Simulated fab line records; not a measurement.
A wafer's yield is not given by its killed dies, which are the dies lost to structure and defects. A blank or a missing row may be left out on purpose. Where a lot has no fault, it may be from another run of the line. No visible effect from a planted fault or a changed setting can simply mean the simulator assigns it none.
fab line records :: flow nandHarc
record
  lots=7
  wafers=20
  lastDay=26
route steps=1159 shown A_SOURCE_PLATE@420 A_ONON_D1@424 END@1159
lots untouched by any fault: they come from a run of this same line in which no faults occurred
startH: hours from the record's first day to the start of the lot's first wafer shown :: waitH: how many hours have passed since the lot's step before this one :: " identical to the entry in the row above :: L1.1+2: one row covering several wafers at once :: - value missing, or start not given :: * or withheld: withheld :: < > ~ a bound
route shown NAME@n: NAME is a module with steps in the file, n the number in the route of the first one :: usual: mean/standard deviation of fault-free wafers :: same: alike in all rows :: chamber/n: place in a boat :: sites: readings site by site :: _std_site: how widely they spread, as a standard deviation :: _edge_site: the outer-site mean with the inner-site mean subtracted :: radiusMm: for every site, how far away it sits from the centre of the wafer :: mask NAME#n: copy n :: behind: the tool/chamber that last shaped the wafer :: hold: cause of the lot's hold/its duration in hours/its outcome :: device: which transistor (n, p or np) failed to switch :: end of line: the route-end tests of the same wafers :: a step without rows: its recipe alone :: killed: not the wafer's yield, but the dies lost to structure and defects at the first sort :: map: dies across one wafer; x = killed, . = not, _ = none there
set.NAME: the setting as run; set.NAME@STEP: as run at that earlier step :: model.NAME: the simulator's own value behind a step, which no gauge read
a table for each step, a row for each wafer; lots at some steps of the route
services: when a tool's chamber went out of use (startH, in hours from the record's first day, below 0 if earlier), for how many hours, and the reason
## steps
# step NHARC_A_SOURCE_PLATE_THK_MEAS_06
# recipe
  thkMeasGauge=ellipsometry
# usual
  thkNm=199.6/2.5
lot.wafer: L776.1
tool: filmMetro-01
chamber: -
startH: 164.15
waitH: 0.4
thkNm: 196.4

lot.wafer: L776.3
tool: filmMetro-01
chamber: -
startH: 164.15
waitH: 0.4
thkNm: 198.7

lot.wafer: L776.4
tool: filmMetro-01
chamber: -
startH: 164.15
waitH: 0.4
thkNm: 197.3

lot.wafer: L778.3
tool: filmMetro-02
chamber: -
startH: 167.76
waitH: 0.4
thkNm: 199.6

lot.wafer: L778.5
tool: filmMetro-02
chamber: -
startH: 167.76
waitH: 0.4
thkNm: 201.4

lot.wafer: L778.6
tool: filmMetro-02
chamber: -
startH: 167.76
waitH: 0.4
thkNm: 199.9

lot.wafer: L784.4
tool: filmMetro-01
chamber: -
startH: 199.79
waitH: 0.4
thkNm: 195.5

lot.wafer: L784.5
tool: filmMetro-01
chamber: -
startH: 199.79
waitH: 0.4
thkNm: 195.4

lot.wafer: L784.6
tool: filmMetro-01
chamber: -
startH: 199.79
waitH: 0.4
thkNm: 195.2

lot.wafer: L785.1
tool: filmMetro-02
chamber: -
startH: 209.27
waitH: 0.4
thkNm: 203.3

lot.wafer: L785.2
tool: filmMetro-02
chamber: -
startH: 209.27
waitH: 0.4
thkNm: 204.3

lot.wafer: L785.3
tool: filmMetro-02
chamber: -
startH: 209.27
waitH: 0.4
thkNm: 207.0

lot.wafer: L788.1
tool: filmMetro-01
chamber: -
startH: 230.42
waitH: 0.4
thkNm: 199.0

lot.wafer: L788.6
tool: filmMetro-01
chamber: -
startH: 230.42
waitH: 0.4
thkNm: 198.9

lot.wafer: L798.4
tool: filmMetro-01
chamber: -
startH: 283.48
waitH: 0.4
thkNm: 203.5

lot.wafer: L798.5
tool: filmMetro-01
chamber: -
startH: 283.48
waitH: 0.4
thkNm: 200.3

lot.wafer: L798.6
tool: filmMetro-01
chamber: -
startH: 283.48
waitH: 0.4
thkNm: 201.9

lot.wafer: L799.1
tool: filmMetro-02
chamber: -
startH: 294.46
waitH: 0.4
thkNm: 199.1

lot.wafer: L799.4
tool: filmMetro-02
chamber: -
startH: 294.46
waitH: 0.4
thkNm: 200.2

lot.wafer: L799.5
tool: filmMetro-02
chamber: -
startH: 294.46
waitH: 0.4
thkNm: 199.6
# step NHARC_A_SOURCE_PLATE_INSPECT_08
# usual
  rawDefectCount=55/19
lot.wafer: L776.1
tool: defectInspect-02
chamber: -
startH: 164.22
waitH: 0.0
rawDefectCount: 47

lot.wafer: L776.3
tool: defectInspect-02
chamber: -
startH: 164.22
waitH: 0.0
rawDefectCount: 47

lot.wafer: L776.4
tool: defectInspect-02
chamber: -
startH: 164.22
waitH: 0.0
rawDefectCount: 53

lot.wafer: L778.3
tool: defectInspect-02
chamber: -
startH: 167.83
waitH: 0.0
rawDefectCount: 86

lot.wafer: L778.5
tool: defectInspect-02
chamber: -
startH: 167.83
waitH: 0.0
rawDefectCount: 68

lot.wafer: L778.6
tool: defectInspect-02
chamber: -
startH: 167.83
waitH: 0.0
rawDefectCount: 42

lot.wafer: L784.4
tool: defectInspect-02
chamber: -
startH: 199.85
waitH: 0.0
rawDefectCount: 89

lot.wafer: L784.5
tool: defectInspect-02
chamber: -
startH: 199.85
waitH: 0.0
rawDefectCount: 69

lot.wafer: L784.6
tool: defectInspect-02
chamber: -
startH: 199.85
waitH: 0.0
rawDefectCount: 43

lot.wafer: L785.1
tool: defectInspect-02
chamber: -
startH: 209.34
waitH: 0.0
rawDefectCount: 44

lot.wafer: L785.2
tool: defectInspect-02
chamber: -
startH: 209.34
waitH: 0.0
rawDefectCount: 46

lot.wafer: L785.3
tool: defectInspect-02
chamber: -
startH: 209.34
waitH: 0.0
rawDefectCount: 23

lot.wafer: L788.1
tool: defectInspect-01
chamber: -
startH: 230.48
waitH: 0.0
rawDefectCount: 37

lot.wafer: L788.6
tool: defectInspect-01
chamber: -
startH: 230.48
waitH: 0.0
rawDefectCount: 69

lot.wafer: L798.4
tool: defectInspect-02
chamber: -
startH: 283.59
waitH: 0.0
rawDefectCount: 71

lot.wafer: L798.5
tool: defectInspect-02
chamber: -
startH: 283.59
waitH: 0.0
rawDefectCount: 61

lot.wafer: L798.6
tool: defectInspect-02
chamber: -
startH: 283.59
waitH: 0.0
rawDefectCount: 54

lot.wafer: L799.1
tool: defectInspect-01
chamber: -
startH: 294.52
waitH: 0.0
rawDefectCount: 53

lot.wafer: L799.4
tool: defectInspect-01
chamber: -
startH: 294.52
waitH: 0.0
rawDefectCount: 85

lot.wafer: L799.5
tool: defectInspect-01
chamber: -
startH: 294.52
waitH: 0.0
rawDefectCount: 86
# step NHARC_A_ONON_D1_DEP_00
# recipe
  targetThkA=10000
  n2FlowSccm=2750
  n2oFlowSccm=2000
  nh3FlowSccm=500
  sih4FlowSccm=210
  tempC=400
# step NHARC_A_ONON_D1_THK_MEAS_02
# recipe
  thkMeasGauge=ellipsometry
# usual
  thkNm=1001/9.5
lot.wafer: L776.1
tool: filmMetro-02
chamber: -
startH: 164.80
waitH: -
thkNm: 983

lot.wafer: L776.3
tool: filmMetro-02
chamber: -
startH: 164.80
waitH: -
thkNm: 982

lot.wafer: L776.4
tool: filmMetro-02
chamber: -
startH: 164.80
waitH: -
thkNm: 984

lot.wafer: L778.3
tool: filmMetro-02
chamber: -
startH: 168.40
waitH: -
thkNm: 1001

lot.wafer: L778.5
tool: filmMetro-02
chamber: -
startH: 168.40
waitH: -
thkNm: 1000

lot.wafer: L778.6
tool: filmMetro-02
chamber: -
startH: 168.40
waitH: -
thkNm: 1000

lot.wafer: L784.4
tool: filmMetro-01
chamber: -
startH: 200.42
waitH: -
thkNm: 1002

lot.wafer: L784.5
tool: filmMetro-01
chamber: -
startH: 200.42
waitH: -
thkNm: 1001

lot.wafer: L784.6
tool: filmMetro-01
chamber: -
startH: 200.42
waitH: -
thkNm: 999

lot.wafer: L785.1
tool: filmMetro-02
chamber: -
startH: 210.16
waitH: -
thkNm: 984

lot.wafer: L785.2
tool: filmMetro-02
chamber: -
startH: 210.16
waitH: -
thkNm: 983

lot.wafer: L785.3
tool: filmMetro-02
chamber: -
startH: 210.16
waitH: -
thkNm: 984

lot.wafer: L788.1
tool: filmMetro-01
chamber: -
startH: 231.06
waitH: -
thkNm: 1020

lot.wafer: L788.6
tool: filmMetro-01
chamber: -
startH: 231.06
waitH: -
thkNm: 1022

lot.wafer: L798.4
tool: filmMetro-01
chamber: -
startH: 284.17
waitH: -
thkNm: 1000

lot.wafer: L798.5
tool: filmMetro-01
chamber: -
startH: 284.17
waitH: -
thkNm: 1003

lot.wafer: L798.6
tool: filmMetro-01
chamber: -
startH: 284.17
waitH: -
thkNm: 1002

lot.wafer: L799.1
tool: filmMetro-01
chamber: -
startH: 295.10
waitH: -
thkNm: 1000

lot.wafer: L799.4
tool: filmMetro-01
chamber: -
startH: 295.10
waitH: -
thkNm: 1001

lot.wafer: L799.5
tool: filmMetro-01
chamber: -
startH: 295.10
waitH: -
thkNm: 1002
# step NHARC_A_ONON_D1_DEP_03
# recipe
  targetThkA=10000
  n2FlowSccm=2750
  n2oFlowSccm=2000
  nh3FlowSccm=500
  sih4FlowSccm=210
  tempC=400
# step NHARC_A_ONON_D1_THK_MEAS_05
# recipe
  thkMeasGauge=ellipsometry
# usual
  thkNm=1000/13
lot.wafer: L776.1
tool: filmMetro-02
chamber: -
startH: 165.36
waitH: -
thkNm: 1003

lot.wafer: L776.3
tool: filmMetro-02
chamber: -
startH: 165.36
waitH: -
thkNm: 1002

lot.wafer: L776.4
tool: filmMetro-02
chamber: -
startH: 165.36
waitH: -
thkNm: 1001

lot.wafer: L778.3
tool: filmMetro-02
chamber: -
startH: 168.97
waitH: -
thkNm: 981

lot.wafer: L778.5
tool: filmMetro-02
chamber: -
startH: 168.97
waitH: -
thkNm: 980

lot.wafer: L778.6
tool: filmMetro-02
chamber: -
startH: 168.97
waitH: -
thkNm: 979

lot.wafer: L784.4
tool: filmMetro-01
chamber: -
startH: 200.99
waitH: -
thkNm: 993

lot.wafer: L784.5
tool: filmMetro-01
chamber: -
startH: 200.99
waitH: -
thkNm: 993

lot.wafer: L784.6
tool: filmMetro-01
chamber: -
startH: 200.99
waitH: -
thkNm: 993

lot.wafer: L785.1
tool: filmMetro-02
chamber: -
startH: 210.86
waitH: -
thkNm: 1002

lot.wafer: L785.2
tool: filmMetro-02
chamber: -
startH: 210.86
waitH: -
thkNm: 1003

lot.wafer: L785.3
tool: filmMetro-02
chamber: -
startH: 210.86
waitH: -
thkNm: 1002

lot.wafer: L788.1
tool: filmMetro-01
chamber: -
startH: 231.63
waitH: -
thkNm: 1008

lot.wafer: L788.6
tool: filmMetro-01
chamber: -
startH: 231.63
waitH: -
thkNm: 1008

lot.wafer: L798.4
tool: filmMetro-02
chamber: -
startH: 284.74
waitH: -
thkNm: 978

lot.wafer: L798.5
tool: filmMetro-02
chamber: -
startH: 284.74
waitH: -
thkNm: 976

lot.wafer: L798.6
tool: filmMetro-02
chamber: -
startH: 284.74
waitH: -
thkNm: 975

lot.wafer: L799.1
tool: filmMetro-01
chamber: -
startH: 295.67
waitH: -
thkNm: 990

lot.wafer: L799.4
tool: filmMetro-01
chamber: -
startH: 295.67
waitH: -
thkNm: 988

lot.wafer: L799.5
tool: filmMetro-01
chamber: -
startH: 295.67
waitH: -
thkNm: 990
# step NHARC_A_ONON_D1_DEP_06
# recipe
  targetThkA=10000
  n2FlowSccm=2750
  n2oFlowSccm=2000
  nh3FlowSccm=500
  sih4FlowSccm=210
  tempC=400
# step NHARC_A_ONON_D1_THK_MEAS_08
# recipe
  thkMeasGauge=ellipsometry
# usual
  thkNm=998/9.7
lot.wafer: L776.1
tool: filmMetro-02
chamber: -
startH: 165.93
waitH: -
thkNm: 1018

lot.wafer: L776.3
tool: filmMetro-02
chamber: -
startH: 165.93
waitH: -
thkNm: 1018

lot.wafer: L776.4
tool: filmMetro-02
chamber: -
startH: 165.93
waitH: -
thkNm: 1020

lot.wafer: L778.3
tool: filmMetro-01
chamber: -
startH: 169.54
waitH: -
thkNm: 1008

lot.wafer: L778.5
tool: filmMetro-01
chamber: -
startH: 169.54
waitH: -
thkNm: 1006

lot.wafer: L778.6
tool: filmMetro-01
chamber: -
startH: 169.54
waitH: -
thkNm: 1008

lot.wafer: L784.4
tool: filmMetro-02
chamber: -
startH: 201.55
waitH: -
thkNm: 989

lot.wafer: L784.5
tool: filmMetro-02
chamber: -
startH: 201.55
waitH: -
thkNm: 988

lot.wafer: L784.6
tool: filmMetro-02
chamber: -
startH: 201.55
waitH: -
thkNm: 989

lot.wafer: L785.1
tool: filmMetro-01
chamber: -
startH: 211.43
waitH: -
thkNm: 1006

lot.wafer: L785.2
tool: filmMetro-01
chamber: -
startH: 211.43
waitH: -
thkNm: 1004

lot.wafer: L785.3
tool: filmMetro-01
chamber: -
startH: 211.43
waitH: -
thkNm: 1005

lot.wafer: L788.1
tool: filmMetro-01
chamber: -
startH: 232.20
waitH: -
thkNm: 1003

lot.wafer: L788.6
tool: filmMetro-01
chamber: -
startH: 232.20
waitH: -
thkNm: 1003

lot.wafer: L798.4
tool: filmMetro-02
chamber: -
startH: 285.30
waitH: -
thkNm: 997

lot.wafer: L798.5
tool: filmMetro-02
chamber: -
startH: 285.30
waitH: -
thkNm: 999

lot.wafer: L798.6
tool: filmMetro-02
chamber: -
startH: 285.30
waitH: -
thkNm: 996

lot.wafer: L799.1
tool: filmMetro-01
chamber: -
startH: 296.23
waitH: -
thkNm: 989

lot.wafer: L799.4
tool: filmMetro-01
chamber: -
startH: 296.23
waitH: -
thkNm: 988

lot.wafer: L799.5
tool: filmMetro-01
chamber: -
startH: 296.23
waitH: -
thkNm: 990
# step NHARC_A_ONON_D1_DEP_09
# recipe
  targetThkA=10000
  n2FlowSccm=2750
  n2oFlowSccm=2000
  nh3FlowSccm=500
  sih4FlowSccm=210
  tempC=400
# step NHARC_A_ONON_D1_THK_MEAS_11
# recipe
  thkMeasGauge=ellipsometry
# usual
  thkNm=1001/9.3
lot.wafer: L776.1
tool: filmMetro-02
chamber: -
startH: 166.50
waitH: -
thkNm: 999

lot.wafer: L776.3
tool: filmMetro-02
chamber: -
startH: 166.50
waitH: -
thkNm: 1001

lot.wafer: L776.4
tool: filmMetro-02
chamber: -
startH: 166.50
waitH: -
thkNm: 1000

lot.wafer: L778.3
tool: filmMetro-01
chamber: -
startH: 170.11
waitH: -
thkNm: 1015

lot.wafer: L778.5
tool: filmMetro-01
chamber: -
startH: 170.11
waitH: -
thkNm: 1016

lot.wafer: L778.6
tool: filmMetro-01
chamber: -
startH: 170.11
waitH: -
thkNm: 1015

lot.wafer: L784.4
tool: filmMetro-01
chamber: -
startH: 202.12
waitH: -
thkNm: 984

lot.wafer: L784.5
tool: filmMetro-01
chamber: -
startH: 202.12
waitH: -
thkNm: 985

lot.wafer: L784.6
tool: filmMetro-01
chamber: -
startH: 202.12
waitH: -
thkNm: 985

lot.wafer: L785.1
tool: filmMetro-01
chamber: -
startH: 212.03
waitH: -
thkNm: 1022

lot.wafer: L785.2
tool: filmMetro-01
chamber: -
startH: 212.03
waitH: -
thkNm: 1023

lot.wafer: L785.3
tool: filmMetro-01
chamber: -
startH: 212.03
waitH: -
thkNm: 1022

lot.wafer: L788.1
tool: filmMetro-02
chamber: -
startH: 232.77
waitH: -
thkNm: 1008

lot.wafer: L788.6
tool: filmMetro-02
chamber: -
startH: 232.77
waitH: -
thkNm: 1008

lot.wafer: L798.4
tool: filmMetro-02
chamber: -
startH: 285.86
waitH: -
thkNm: 988

lot.wafer: L798.5
tool: filmMetro-02
chamber: -
startH: 285.86
waitH: -
thkNm: 987

lot.wafer: L798.6
tool: filmMetro-02
chamber: -
startH: 285.86
waitH: -
thkNm: 988

lot.wafer: L799.1
tool: filmMetro-01
chamber: -
startH: 296.80
waitH: -
thkNm: 997

lot.wafer: L799.4
tool: filmMetro-01
chamber: -
startH: 296.80
waitH: -
thkNm: 996

lot.wafer: L799.5
tool: filmMetro-01
chamber: -
startH: 296.80
waitH: -
thkNm: 998
# step NHARC_A_ONON_D1_DEP_12
# recipe
  targetThkA=10000
  n2FlowSccm=2750
  n2oFlowSccm=2000
  nh3FlowSccm=500
  sih4FlowSccm=210
  tempC=400
lot.wafer: L776.1+3+4
tool: pecvdOnon-03
chamber: 0
startH: 166.55
waitH: 0.1

lot.wafer: L778.3+5+6
tool: pecvdOnon-04
chamber: 0
startH: 170.28
waitH: 0.2

lot.wafer: L784.4+5+6
tool: pecvdOnon-04
chamber: 0
startH: 202.35
waitH: 0.2

lot.wafer: L785.1+2+3
tool: pecvdOnon-04
chamber: 0
startH: 212.12
waitH: 0.1

lot.wafer: L788.1+6
tool: pecvdOnon-04
chamber: 0
startH: 232.83
waitH: 0.1

lot.wafer: L798.4+5+6
tool: pecvdOnon-02
chamber: 0
startH: 286.09
waitH: 0.2

lot.wafer: L799.1+4+5
tool: pecvdOnon-03
chamber: 0
startH: 296.86
waitH: 0.1
# step NHARC_A_ONON_D1_THK_MEAS_14
# recipe
  thkMeasGauge=ellipsometry
# usual
  thkNm=1005/10
lot.wafer: L776.1
tool: filmMetro-02
chamber: -
startH: 167.06
waitH: -
thkNm: 1000

lot.wafer: L776.3
tool: filmMetro-02
chamber: -
startH: 167.06
waitH: -
thkNm: 1001

lot.wafer: L776.4
tool: filmMetro-02
chamber: -
startH: 167.06
waitH: -
thkNm: 1001

lot.wafer: L778.3
tool: filmMetro-02
chamber: -
startH: 170.68
waitH: -
thkNm: 990

lot.wafer: L778.5
tool: filmMetro-02
chamber: -
startH: 170.68
waitH: -
thkNm: 989

lot.wafer: L778.6
tool: filmMetro-02
chamber: -
startH: 170.68
waitH: -
thkNm: 989

lot.wafer: L784.4
tool: filmMetro-01
chamber: -
startH: 202.68
waitH: -
thkNm: 1007

lot.wafer: L784.5
tool: filmMetro-01
chamber: -
startH: 202.68
waitH: -
thkNm: 828

lot.wafer: L784.6
tool: filmMetro-01
chamber: -
startH: 202.68
waitH: -
thkNm: 1006

lot.wafer: L785.1
tool: filmMetro-02
chamber: -
startH: 212.63
waitH: -
thkNm: 837

lot.wafer: L785.2
tool: filmMetro-02
chamber: -
startH: 212.63
waitH: -
thkNm: 1014

lot.wafer: L785.3
tool: filmMetro-02
chamber: -
startH: 212.63
waitH: -
thkNm: 1013

lot.wafer: L788.1
tool: filmMetro-02
chamber: -
startH: 233.33
waitH: -
thkNm: 831

lot.wafer: L788.6
tool: filmMetro-02
chamber: -
startH: 233.33
waitH: -
thkNm: 1008

lot.wafer: L798.4
tool: filmMetro-02
chamber: -
startH: 286.43
waitH: -
thkNm: 1007

lot.wafer: L798.5
tool: filmMetro-02
chamber: -
startH: 286.43
waitH: -
thkNm: 1007

lot.wafer: L798.6
tool: filmMetro-02
chamber: -
startH: 286.43
waitH: -
thkNm: 1007

lot.wafer: L799.1
tool: filmMetro-02
chamber: -
startH: 297.37
waitH: -
thkNm: 990

lot.wafer: L799.4
tool: filmMetro-02
chamber: -
startH: 297.37
waitH: -
thkNm: 991

lot.wafer: L799.5
tool: filmMetro-02
chamber: -
startH: 297.37
waitH: -
thkNm: 989
# step NHARC_A_ONON_D1_ANNEAL_15
# recipe
  tempC=750
  timeS=3600
# step NHARC_END_SORT_01
# recipe
  tempC=25
# usual
  killedAtArray=28/9.1
  killedAtOther=0.6/0.87
  killedAtPeriphery=3.4/2.7
  killedDies=32/9
  killedOpen=3.2/1.9
  killedShort=2.0/1.3
# same
  grossDies=677
lot.wafer: L784.5
tool: prober-02
chamber: 0
startH: 497.20
waitH: 3.7
killedAtArray: 674
killedAtOther: 0
killedAtPeriphery: 3
killedDies: 677
killedOpen: 1
killedShort: 3

lot.wafer: L785.1
tool: prober-02
chamber: 0
startH: 502.02
waitH: 2.5
killedAtArray: 677
killedAtOther: 0
killedAtPeriphery: 0
killedDies: 677
killedOpen: 2
killedShort: 0

lot.wafer: L788.1
tool: prober-02
chamber: 0
startH: 525.51
waitH: 2.5
killedAtArray: 676
killedAtOther: 0
killedAtPeriphery: 1
killedDies: 677
killedOpen: 3
killedShort: 2

lot.wafer: L788.6
tool: prober-02
chamber: 0
startH: 529.53
waitH: 4.0
killedAtArray: 28
killedAtOther: 1
killedAtPeriphery: 2
killedDies: 31
killedOpen: 6
killedShort: 1
# killed by level:class
L784.5 A_ONON_D1:areaDep=641 A_SLIT:chamberFilmFlake=12 A_CHANNEL_HOLE_D1:chamberFilmFlake=6 A_WL_FILL:chamberFilmFlake=5 A_CONTACT:chamberFilmFlake=5 P_STI:chamberFilmFlake=2 P_M0:geometricParticle:open=1 A_ONON_D1:geometricParticle:short=1
L785.1 A_ONON_D1:areaDep=652 A_STAIRCASE:chamberFilmFlake=10 A_CHANNEL_HOLE_D1:chamberFilmFlake=7 A_CONTACT:chamberFilmFlake=6 A_ONON_D1:geometricParticle:open=1 A_SGD_CUT:geometricParticle:open=1
L788.1 A_ONON_D1:areaDep=650 A_SLIT:chamberFilmFlake=11 A_CHANNEL_HOLE_D1:chamberFilmFlake=5 A_STAIRCASE:chamberFilmFlake=5 P_GATE:geometricParticle:open=1 A_CHANNEL_FILL_D1:geometricParticle:short=1 A_CHANNEL_FILL_D1:geometricParticle:open=1 A_STAIRCASE:geometricParticle:short=1
L788.6 A_SLIT:chamberFilmFlake=13 A_CHANNEL_HOLE_D1:chamberFilmFlake=5 A_CONTACT:geometricParticle:open=4 A_STAIRCASE:chamberFilmFlake=2 P_M0:geometricParticle:open=1 A_ONON_D1:geometricParticle:short=1 A_M1:geometricParticle:open=1 P_STI:chamberFilmFlake=1
# map L784.5 (x killed, . not)
____________x____________
_________xxxxxxx_________
_______xxxxxxxxxxx_______
______xxxxxxxxxxxxx______
_____xxxxxxxxxxxxxxx_____
____xxxxxxxxxxxxxxxxx____
____xxxxxxxxxxxxxxxxx____
___xxxxxxxxxxxxxxxxxxx___
___xxxxxxxxxxxxxxxxxxx___
__xxxxxxxxxxxxxxxxxxxxx__
__xxxxxxxxxxxxxxxxxxxxx__
_xxxxxxxxxxxxxxxxxxxxxxx_
_xxxxxxxxxxxxxxxxxxxxxxx_
_xxxxxxxxxxxxxxxxxxxxxxx_
_xxxxxxxxxxxxxxxxxxxxxxx_
_xxxxxxxxxxxxxxxxxxxxxxx_
xxxxxxxxxxxxxxxxxxxxxxxxx
xxxxxxxxxxxxxxxxxxxxxxxxx
xxxxxxxxxxxxxxxxxxxxxxxxx
xxxxxxxxxxxxxxxxxxxxxxxxx
xxxxxxxxxxxxxxxxxxxxxxxxx
_xxxxxxxxxxxxxxxxxxxxxxx_
_xxxxxxxxxxxxxxxxxxxxxxx_
_xxxxxxxxxxxxxxxxxxxxxxx_
_xxxxxxxxxxxxxxxxxxxxxxx_
_xxxxxxxxxxxxxxxxxxxxxxx_
__xxxxxxxxxxxxxxxxxxxxx__
__xxxxxxxxxxxxxxxxxxxxx__
___xxxxxxxxxxxxxxxxxxx___
___xxxxxxxxxxxxxxxxxxx___
____xxxxxxxxxxxxxxxxx____
____xxxxxxxxxxxxxxxxx____
_____xxxxxxxxxxxxxxx_____
______xxxxxxxxxxxxx______
_______xxxxxxxxxxx_______
_________xxxxxxx_________
____________x____________
# map L785.1 (x killed, . not)
____________x____________
_________xxxxxxx_________
_______xxxxxxxxxxx_______
______xxxxxxxxxxxxx______
_____xxxxxxxxxxxxxxx_____
____xxxxxxxxxxxxxxxxx____
____xxxxxxxxxxxxxxxxx____
___xxxxxxxxxxxxxxxxxxx___
___xxxxxxxxxxxxxxxxxxx___
__xxxxxxxxxxxxxxxxxxxxx__
__xxxxxxxxxxxxxxxxxxxxx__
_xxxxxxxxxxxxxxxxxxxxxxx_
_xxxxxxxxxxxxxxxxxxxxxxx_
_xxxxxxxxxxxxxxxxxxxxxxx_
_xxxxxxxxxxxxxxxxxxxxxxx_
_xxxxxxxxxxxxxxxxxxxxxxx_
xxxxxxxxxxxxxxxxxxxxxxxxx
xxxxxxxxxxxxxxxxxxxxxxxxx
xxxxxxxxxxxxxxxxxxxxxxxxx
xxxxxxxxxxxxxxxxxxxxxxxxx
xxxxxxxxxxxxxxxxxxxxxxxxx
_xxxxxxxxxxxxxxxxxxxxxxx_
_xxxxxxxxxxxxxxxxxxxxxxx_
_xxxxxxxxxxxxxxxxxxxxxxx_
_xxxxxxxxxxxxxxxxxxxxxxx_
_xxxxxxxxxxxxxxxxxxxxxxx_
__xxxxxxxxxxxxxxxxxxxxx__
__xxxxxxxxxxxxxxxxxxxxx__
___xxxxxxxxxxxxxxxxxxx___
___xxxxxxxxxxxxxxxxxxx___
____xxxxxxxxxxxxxxxxx____
____xxxxxxxxxxxxxxxxx____
_____xxxxxxxxxxxxxxx_____
______xxxxxxxxxxxxx______
_______xxxxxxxxxxx_______
_________xxxxxxx_________
____________x____________
## services
tool: pecvdOnon-03
chamber: -
startH: 153.00
hours: 13.0
kind: pm

tool: pecvdOnon-04
chamber: -
startH: 237.09
hours: 13.0
kind: pm

tool: pecvdOnon-02
chamber: -
startH: 292.17
hours: 13.0
kind: pm
## key
firstSign
  step=NHARC_A_ONON_D1_THK_MEAS_14
  reading=thkNm
  direction=down
  sigmas=17
  usual=1005
  struck=832
effect
  step=NHARC_END_SORT_01
  reading=killedDies
  direction=up
  sigmas=72
  usual=32
  struck=677
moreKillsBornAt
  NHARC_A_ONON_D1_DEP_12@pecvdOnon-04=1943
metAt NHARC_A_ONON_D1_DEP_12
struckWafers L784.5,L785.1,L788.1
laterRowsLeftOut L784.5,L785.1,L788.1
testerLeftOut L784,L785,L788
onsetBetween 170.28 202.35
fault
  kind=processParameterDrift
  tool=pecvdOnon-04
  chamber=-
  onsetH=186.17
  steps=NHARC_A_ONON_D1_DEP_12
  channel=targetThkA
  offset=*
  shape=step
  endH=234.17
  scope=struckWafersOnly
  actsIn=*
  stated=*
# testerLeftOut: of these lots the tester's yield and bins aren't shown, on N5 and GAA mostly nor the transistor test; their killed dies are dies lost to structure and defects alone, not to doping, threshold or leakage, so they don't give the yield
# laterRowsLeftOut: the simulator's readings of these wafers behind a module that went badly wrong aren't trusted and aren't shown, but for the sort
